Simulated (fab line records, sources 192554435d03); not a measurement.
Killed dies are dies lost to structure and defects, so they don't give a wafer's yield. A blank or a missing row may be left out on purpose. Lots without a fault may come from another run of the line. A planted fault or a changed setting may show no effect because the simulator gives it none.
Split-lot experiment | flow n5_finfet | 7 lots, 39 wafers read, on a route of 1938 steps

THE SPLIT
At N5_WELL_APT_IMPLANT_14, the setting energy_kev was moved away from the recipe's 160 on 18 of the 39 wafers read, by -11.8% to +11.9%. The other wafers ran this setting at the recipe's value.

The reading is taken at the split's own step.

THE READING
implant.rp_nm (the simulator's own value, which no gauge read), in nm, at N5_WELL_APT_IMPLANT_14. The file gives no usual value for it. The 21 wafers here that ran the recipe average 201.9 nm, standard deviation 4 nm.

wafer  | tool, chamber at the split | energy_kev as run | against the recipe | implant.rp_nm, nm | against lot-mates on the recipe
L076.1 | implanter-01, 0            | 160               | recipe             | 197.8             | -
L076.2 | implanter-01, 0            | 160               | recipe             | 197.8             | -
L076.6 | implanter-01, 0            | 160               | recipe             | 197.8             | -
L076.3 | implanter-01, 0            | 146.6             | -8.4%              | 180.6             | -17.2
L076.4 | implanter-01, 0            | 146.6             | -8.4%              | 180.6             | -17.2
L076.5 | implanter-01, 0            | 146.6             | -8.4%              | 180.6             | -17.2
L083.1 | implanter-02, 0            | 141.1             | -11.8%             | 176               | -24.6
L083.4 | implanter-02, 0            | 141.1             | -11.8%             | 176               | -24.6
L083.5 | implanter-02, 0            | 141.1             | -11.8%             | 176               | -24.6
L083.2 | implanter-02, 0            | 160               | recipe             | 200.6             | -
L083.3 | implanter-02, 0            | 160               | recipe             | 200.6             | -
L083.6 | implanter-02, 0            | 160               | recipe             | 200.6             | -
L084.1 | implanter-02, 0            | 179.1             | +11.9%             | 224.8             | +24.7
L084.4 | implanter-02, 0            | 179.1             | +11.9%             | 224.8             | +24.7
L084.5 | implanter-02, 0            | 179.1             | +11.9%             | 224.8             | +24.7
L084.2 | implanter-02, 0            | 160               | recipe             | 200.1             | -
L084.3 | implanter-02, 0            | 160               | recipe             | 200.1             | -
L084.6 | implanter-02, 0            | 160               | recipe             | 200.1             | -
L085.1 | implanter-02, 0            | 160               | recipe             | 206.2             | -
L085.3 | implanter-02, 0            | 160               | recipe             | 206.2             | -
L085.4 | implanter-02, 0            | 160               | recipe             | 206.2             | -
L087.1 | implanter-02, 0            | 160               | recipe             | 197.5             | -
L087.3 | implanter-02, 0            | 160               | recipe             | 197.5             | -
L087.6 | implanter-02, 0            | 160               | recipe             | 197.5             | -
L087.2 | implanter-02, 0            | 169.9             | +6.2%              | 210.1             | +12.6
L087.4 | implanter-02, 0            | 169.9             | +6.2%              | 210.1             | +12.6
L087.5 | implanter-02, 0            | 169.9             | +6.2%              | 210.1             | +12.6
L089.1 | implanter-02, 0            | 171.1             | +6.9%              | 223.9             | +14.9
L089.2 | implanter-02, 0            | 171.1             | +6.9%              | 223.9             | +14.9
L089.5 | implanter-02, 0            | 171.1             | +6.9%              | 223.9             | +14.9
L089.3 | implanter-02, 0            | 160               | recipe             | 209               | -
L089.4 | implanter-02, 0            | 160               | recipe             | 209               | -
L089.6 | implanter-02, 0            | 160               | recipe             | 209               | -
L097.1 | implanter-02, 0            | 152.3             | -4.8%              | 191.9             | -10.1
L097.4 | implanter-02, 0            | 152.3             | -4.8%              | 191.9             | -10.1
L097.5 | implanter-02, 0            | 152.3             | -4.8%              | 191.9             | -10.1
L097.2 | implanter-02, 0            | 160               | recipe             | 202               | -
L097.3 | implanter-02, 0            | 160               | recipe             | 202               | -
L097.6 | implanter-02, 0            | 160               | recipe             | 202               | -

THE FIT
A straight line over all 39 wafers: implant.rp_nm changes by +2.19 nm for each +1% of energy_kev; r = +0.96; the points scatter about the line by 4.1 nm.
The same after taking each lot's own level away (the mean of its wafers on the recipe; 39 wafers): +2.08 nm for each +1%; r = +1.00; scatter 0.17 nm.
On that fit, the largest move of energy_kev shifts the reading by 25 nm.
The lots' own levels span 197.50 to 209.00 nm, that is 2.9 times the standard deviation above.
So the lot-to-lot level changes the slope little: the two slopes agree.
Check: with one of the wafers moved furthest among these (+11.9%) left out of the fit, the line predicts +24.8 nm for it against its lot-mates. It came out at +24.7 nm against them.

THE WHOLE CHAIN: every reading that the file lists as answering this split, in the file's order
step                   | what it does | reading                                                         | change (the file's fit)               | r (the file's)
N5_WELL_APT_IMPLANT_14 |              | implant.drp_nm (the simulator's own value, which no gauge read) | +0.494 nm for each +1% of the setting | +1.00
N5_WELL_APT_IMPLANT_14 |              | implant.rp_nm (the simulator's own value, which no gauge read)  | +2.08 nm for each +1% of the setting  | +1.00

THE FILE'S OWN FIT
implant.rp_nm changes by +2.08 nm for each +1% of energy_kev, r = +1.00.
